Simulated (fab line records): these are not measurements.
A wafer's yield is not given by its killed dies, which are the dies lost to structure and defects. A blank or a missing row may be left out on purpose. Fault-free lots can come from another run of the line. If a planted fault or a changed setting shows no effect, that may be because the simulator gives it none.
What tool caused it? || flow nand-harc || 36 wafers from 12 lots sampled at 6 of the route's 1302 steps

## WHAT THE GAUGES READ, wafer by wafer
NHARC_A_CHANNEL_HOLE_D1_CD_MEAS_10 targets a cd of 100 nm.
{"lot": "L756", "measured": "day 8 15:40", "on": "cd-sem-01", "cd-nm (nm)": "100.5 100.5 100.7"}
{"lot": "L757", "measured": "day 8 20:12", "on": "cd-sem-03", "cd-nm (nm)": "100.1 101.0 100.1"}
{"lot": "L758", "measured": "day 9 09:17", "on": "cd-sem-03", "cd-nm (nm)": "100.6 100.4 99.8"}
{"lot": "L759", "measured": "day 10 00:33", "on": "cd-sem-01", "cd-nm (nm)": "100.7 100.5 100.8"}
{"lot": "L760", "measured": "day 10 06:28", "on": "cd-sem-01", "cd-nm (nm)": "99.4 99.0 99.6"}
{"lot": "L762", "measured": "day 11 00:10", "on": "cd-sem-01", "cd-nm (nm)": "100.0 100.0 100.7"}
{"lot": "L766", "measured": "day 12 09:51", "on": "cd-sem-01", "cd-nm (nm)": "99.9 99.3 99.9"}
{"lot": "L767", "measured": "day 12 22:44", "on": "cd-sem-01", "cd-nm (nm)": "100.4 100.5 99.9"}
{"lot": "L768", "measured": "day 13 13:01", "on": "cd-sem-01", "cd-nm (nm)": "101.0 100.9 100.5"}
{"lot": "L770", "measured": "day 14 11:12", "on": "cd-sem-01", "cd-nm (nm)": "100.0 99.6 100.3"}
{"lot": "L772", "measured": "day 15 08:15", "on": "cd-sem-01", "cd-nm (nm)": "99.9 100.4 100.3"}
{"lot": "L773", "measured": "day 15 15:54", "on": "cd-sem-03", "cd-nm (nm)": "99.9 100.1 100.0"}

NHARC_A_CHANNEL_HOLE_D1_OVL_MEAS_11.
{"lot": "L756", "measured": "day 8 15:44", "on": "overlay-02", "overlay-x-nm (nm)": "-0.6 -0.6 -0.2", "overlay-y-nm (nm)": "-0.1 0.4 0.2"}
{"lot": "L757", "measured": "day 8 20:17", "on": "overlay-02", "overlay-x-nm (nm)": "-0.7 -1.2 -1.6", "overlay-y-nm (nm)": "-0.8 -0.5 -0.8"}
{"lot": "L758", "measured": "day 9 09:22", "on": "overlay-02", "overlay-x-nm (nm)": "0.9 1.1 1.1", "overlay-y-nm (nm)": "1.8 1.9 1.2"}
{"lot": "L759", "measured": "day 10 00:38", "on": "overlay-01", "overlay-x-nm (nm)": "1.0 1.0 0.7", "overlay-y-nm (nm)": "-0.1 0.0 0.5"}
{"lot": "L760", "measured": "day 10 06:33", "on": "overlay-02", "overlay-x-nm (nm)": "0.8 0.7 0.6", "overlay-y-nm (nm)": "-0.9 -1.0 -0.3"}
{"lot": "L762", "measured": "day 11 00:15", "on": "overlay-01", "overlay-x-nm (nm)": "0.8 1.0 0.9", "overlay-y-nm (nm)": "-0.6 -1.3 -1.2"}
{"lot": "L766", "measured": "day 12 09:56", "on": "overlay-02", "overlay-x-nm (nm)": "0.8 0.4 0.3", "overlay-y-nm (nm)": "-0.6 -0.1 0.4"}
{"lot": "L767", "measured": "day 12 22:49", "on": "overlay-02", "overlay-x-nm (nm)": "0.7 0.4 0.5", "overlay-y-nm (nm)": "-1.6 -0.8 -1.0"}
{"lot": "L768", "measured": "day 13 13:06", "on": "overlay-01", "overlay-x-nm (nm)": "-0.1 0.1 -0.3", "overlay-y-nm (nm)": "1.6 2.2 1.3"}
{"lot": "L770", "measured": "day 14 11:17", "on": "overlay-01", "overlay-x-nm (nm)": "1.3 0.6 0.9", "overlay-y-nm (nm)": "-1.3 -1.6 -1.4"}
{"lot": "L772", "measured": "day 15 08:20", "on": "overlay-01", "overlay-x-nm (nm)": "-0.5 -0.7 -0.8", "overlay-y-nm (nm)": "-0.1 0.0 0.0"}
{"lot": "L773", "measured": "day 15 15:59", "on": "overlay-02", "overlay-x-nm (nm)": "-0.7 -0.3 0.0", "overlay-y-nm (nm)": "-0.5 -0.2 -1.0"}

NHARC_A_CHANNEL_HOLE_D1_INSPECT_40.
{"lot": "L756", "measured": "day 9 00:06", "on": "defect-inspect-02", "raw-defect-count": "94 89 84"}
{"lot": "L757", "measured": "day 9 03:19", "on": "defect-inspect-02", "raw-defect-count": "56 82 48"}
{"lot": "L758", "measured": "day 9 16:25", "on": "defect-inspect-01", "raw-defect-count": "95 92 70"}
{"lot": "L759", "measured": "day 10 07:40", "on": "defect-inspect-02", "raw-defect-count": "23 46 31"}
{"lot": "L760", "measured": "day 10 14:25", "on": "defect-inspect-02", "raw-defect-count": "109 88 110"}
{"lot": "L762", "measured": "day 11 07:19", "on": "defect-inspect-02", "raw-defect-count": "46 65 58"}
{"lot": "L766", "measured": "day 12 17:00", "on": "defect-inspect-02", "raw-defect-count": "82 69 82"}
{"lot": "L767", "measured": "day 13 05:52", "on": "defect-inspect-01", "raw-defect-count": "52 53 43"}
{"lot": "L768", "measured": "day 13 20:31", "on": "defect-inspect-02", "raw-defect-count": "73 87 80"}
{"lot": "L770", "measured": "day 14 18:22", "on": "defect-inspect-01", "raw-defect-count": "81 83 77"}
{"lot": "L772", "measured": "day 15 15:32", "on": "defect-inspect-02", "raw-defect-count": "106 453 92"}
{"lot": "L773", "measured": "day 16 03:47", "on": "defect-inspect-01", "raw-defect-count": "419 444 99"}

NHARC_END_SORT_01.
{"lot": "L772", "measured": "day 31 02:38", "on": "prober-01", "killed-at-array": "101 141 86", "killed-at-other": "0 0 0", "killed-at-periphery": "6 4 9", "killed-dies": "107 145 95", "killed-open": "2 2 2", "killed-short": "2 2 4"}
{"lot": "L773", "measured": "day 31 07:13", "on": "prober-02", "killed-at-array": "138 149 89", "killed-at-other": "4 4 0", "killed-at-periphery": "3 2 6", "killed-dies": "145 155 95", "killed-open": "2 2 7", "killed-short": "2 1 3"}

## WHICH TOOL RAN EACH LOT (tool, then ch and the chambers of the sampled wafers, then the start)
{"lot": "L756", "NHARC_A_CHANNEL_HOLE_D1_DEP_01": "pecvd-04 ch 0,1,2, day 8 14:56", "NHARC_A_CHANNEL_HOLE_D1_ETCH_22": "har-etch-02 ch 0,1, day 8 19:10"}
{"lot": "L757", "NHARC_A_CHANNEL_HOLE_D1_DEP_01": "pecvd-01 ch 0,2, day 8 19:29", "NHARC_A_CHANNEL_HOLE_D1_ETCH_22": "har-etch-01 ch 1, day 8 22:32"}
{"lot": "L758", "NHARC_A_CHANNEL_HOLE_D1_DEP_01": "pecvd-01 ch 0,2, day 9 08:31", "NHARC_A_CHANNEL_HOLE_D1_ETCH_22": "har-etch-02 ch 0,1, day 9 11:50"}
{"lot": "L759", "NHARC_A_CHANNEL_HOLE_D1_DEP_01": "pecvd-02 ch 0,1, day 9 23:45", "NHARC_A_CHANNEL_HOLE_D1_ETCH_22": "har-etch-01 ch 0,1, day 10 02:47"}
{"lot": "L760", "NHARC_A_CHANNEL_HOLE_D1_DEP_01": "pecvd-01 ch 0,1,2, day 10 05:52", "NHARC_A_CHANNEL_HOLE_D1_ETCH_22": "har-etch-02 ch 0,1, day 10 09:35"}
{"lot": "L762", "NHARC_A_CHANNEL_HOLE_D1_DEP_01": "pecvd-04 ch 0,1,2, day 10 23:34", "NHARC_A_CHANNEL_HOLE_D1_ETCH_22": "har-etch-01 ch 0,1, day 11 02:36"}
{"lot": "L766", "NHARC_A_CHANNEL_HOLE_D1_DEP_01": "pecvd-02 ch 0,1, day 12 09:08", "NHARC_A_CHANNEL_HOLE_D1_ETCH_22": "har-etch-02 ch 0,1, day 12 12:08"}
{"lot": "L767", "NHARC_A_CHANNEL_HOLE_D1_DEP_01": "pecvd-01 ch 0,1,2, day 12 22:01", "NHARC_A_CHANNEL_HOLE_D1_ETCH_22": "har-etch-01 ch 0,1, day 13 00:58"}
{"lot": "L768", "NHARC_A_CHANNEL_HOLE_D1_DEP_01": "pecvd-02 ch 0,2, day 13 12:17", "NHARC_A_CHANNEL_HOLE_D1_ETCH_22": "har-etch-02 ch 0,1, day 13 15:38"}
{"lot": "L770", "NHARC_A_CHANNEL_HOLE_D1_DEP_01": "pecvd-02 ch 0,1, day 14 10:29", "NHARC_A_CHANNEL_HOLE_D1_ETCH_22": "har-etch-02 ch 1, day 14 13:31"}
{"lot": "L772", "NHARC_A_CHANNEL_HOLE_D1_DEP_01": "pecvd-04 ch 0,1,2, day 15 07:39", "NHARC_A_CHANNEL_HOLE_D1_ETCH_22": "har-etch-02 ch 0,1, day 15 10:42"}
{"lot": "L773", "NHARC_A_CHANNEL_HOLE_D1_DEP_01": "pecvd-01 ch 0,1,2, day 15 15:10", "NHARC_A_CHANNEL_HOLE_D1_ETCH_22": "har-etch-02 ch 0,1, day 15 22:58"}
- NHARC_A_CHANNEL_HOLE_D1_DEP_01: deposits SiON, target thk 140 nm.
- NHARC_A_CHANNEL_HOLE_D1_ETCH_22: etches the open film in C4F8/O2/Ar, time 666.7 s, target depth 1600 nm.

## AS READ BY THE TOOLS THEMSELVES (means over the sampled wafers that have a number; for cases with no such wafer, the mark the record gives instead)
NHARC_A_CHANNEL_HOLE_D1_DEP_01.
{"lot": "L756", "tool": "pecvd-04", "heater-power-w (W)": 742}
{"lot": "L757", "tool": "pecvd-01", "heater-power-w (W)": 807}
{"lot": "L758", "tool": "pecvd-01", "heater-power-w (W)": 748}
{"lot": "L759", "tool": "pecvd-02", "heater-power-w (W)": 807}
{"lot": "L760", "tool": "pecvd-01", "heater-power-w (W)": 726}
{"lot": "L762", "tool": "pecvd-04", "heater-power-w (W)": 744}
{"lot": "L766", "tool": "pecvd-02", "heater-power-w (W)": 804}
{"lot": "L767", "tool": "pecvd-01", "heater-power-w (W)": 695}
{"lot": "L768", "tool": "pecvd-02", "heater-power-w (W)": 805}
{"lot": "L770", "tool": "pecvd-02", "heater-power-w (W)": 804}
{"lot": "L772", "tool": "pecvd-04", "heater-power-w (W)": 790}
{"lot": "L773", "tool": "pecvd-01", "heater-power-w (W)": 684}

NHARC_A_CHANNEL_HOLE_D1_ETCH_22.
{"lot": "L756", "tool": "har-etch-02", "drypump-motor-current-A (A)": 5.92, "mfc-ar-sccm (sccm)": 373.6, "o2-flow-sccm (sccm)": 35.65, "showerhead-plenum-p-Torr (Torr)": 3.54, "throttle-valve-pct (%)": 32.154}
{"lot": "L757", "tool": "har-etch-01", "drypump-motor-current-A (A)": 5.66, "mfc-ar-sccm (sccm)": 375.9, "o2-flow-sccm (sccm)": 35.61, "showerhead-plenum-p-Torr (Torr)": 3.71, "throttle-valve-pct (%)": 32.150}
{"lot": "L758", "tool": "har-etch-02", "drypump-motor-current-A (A)": 5.95, "mfc-ar-sccm (sccm)": 375.0, "o2-flow-sccm (sccm)": 35.72, "showerhead-plenum-p-Torr (Torr)": 3.53, "throttle-valve-pct (%)": 32.160}
{"lot": "L759", "tool": "har-etch-01", "drypump-motor-current-A (A)": 5.70, "mfc-ar-sccm (sccm)": 374.2, "o2-flow-sccm (sccm)": 35.83, "showerhead-plenum-p-Torr (Torr)": 3.71, "throttle-valve-pct (%)": 32.161}
{"lot": "L760", "tool": "har-etch-02", "drypump-motor-current-A (A)": 5.90, "mfc-ar-sccm (sccm)": 375.7, "o2-flow-sccm (sccm)": 35.73, "showerhead-plenum-p-Torr (Torr)": 3.53, "throttle-valve-pct (%)": 32.157}
{"lot": "L762", "tool": "har-etch-01", "drypump-motor-current-A (A)": 5.77, "mfc-ar-sccm (sccm)": 376.1, "o2-flow-sccm (sccm)": 35.70, "showerhead-plenum-p-Torr (Torr)": 3.71, "throttle-valve-pct (%)": 32.154}
{"lot": "L766", "tool": "har-etch-02", "drypump-motor-current-A (A)": 5.94, "mfc-ar-sccm (sccm)": 375.1, "o2-flow-sccm (sccm)": 35.70, "showerhead-plenum-p-Torr (Torr)": 3.51, "throttle-valve-pct (%)": 32.155}
{"lot": "L767", "tool": "har-etch-01", "drypump-motor-current-A (A)": 5.73, "mfc-ar-sccm (sccm)": 375.0, "o2-flow-sccm (sccm)": 35.67, "showerhead-plenum-p-Torr (Torr)": 3.69, "throttle-valve-pct (%)": 32.148}
{"lot": "L768", "tool": "har-etch-02", "drypump-motor-current-A (A)": 5.88, "mfc-ar-sccm (sccm)": 375.8, "o2-flow-sccm (sccm)": 35.78, "showerhead-plenum-p-Torr (Torr)": 3.50, "throttle-valve-pct (%)": 32.155}
{"lot": "L770", "tool": "har-etch-02", "drypump-motor-current-A (A)": 5.99, "mfc-ar-sccm (sccm)": 374.5, "o2-flow-sccm (sccm)": 35.69, "showerhead-plenum-p-Torr (Torr)": 3.49, "throttle-valve-pct (%)": 32.148}
{"lot": "L772", "tool": "har-etch-02", "drypump-motor-current-A (A)": 5.91, "mfc-ar-sccm (sccm)": 375.3, "o2-flow-sccm (sccm)": 35.72, "showerhead-plenum-p-Torr (Torr)": 3.49, "throttle-valve-pct (%)": 32.159}
{"lot": "L773", "tool": "har-etch-02", "drypump-motor-current-A (A)": 5.90, "mfc-ar-sccm (sccm)": 374.3, "o2-flow-sccm (sccm)": 35.77, "showerhead-plenum-p-Torr (Torr)": 3.49, "throttle-valve-pct (%)": 32.156}

## THE ANSWER, worked out from the rows above alone
Rule: the usual values come from the lots themselves. Put in order of their means at a reading, lots are off if they are a third of the lots or fewer, leave a main group of 4 or more, and stand apart from it by a gap of 3 or more times the standard deviation of the main group's means; of several such gaps the widest counts. Not used: any main group whose means are identical at the precision the tables above print for the reading. A lot without any number at a reading at which 4 lots or more have one is off too. All remaining lots with rows at the step are treated as sound. Order of review: gauges by route order, followed by the tools' own readings, for which a lot's mean as printed above is used. At the first step where some lot is off, the reading lying furthest off is the one used; lots without a number count as furthest.
Off, at NHARC_A_CHANNEL_HOLE_D1_INSPECT_40 on raw-defect-count: L772, L773. The main group has a mean of 72 with a standard deviation of 20.
A tool fits if, at a process step before that reading, it ran every lot that is off, and no sound lot after the first of them. Gauges at NHARC_A_CHANNEL_HOLE_D1_INSPECT_40: tried the same way as those tools. One fits: har-etch-02 at NHARC_A_CHANNEL_HOLE_D1_ETCH_22. Its last sound lot is L770 (day 14 13:31), its first lot that is off L772 (day 15 10:42): a fault that began between those two fits.

## WHAT THE SIMULATOR HAD PUT IN
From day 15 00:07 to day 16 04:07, har-etch-02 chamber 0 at NHARC_A_CHANNEL_HOLE_D1_ETCH_22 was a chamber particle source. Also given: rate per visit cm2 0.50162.
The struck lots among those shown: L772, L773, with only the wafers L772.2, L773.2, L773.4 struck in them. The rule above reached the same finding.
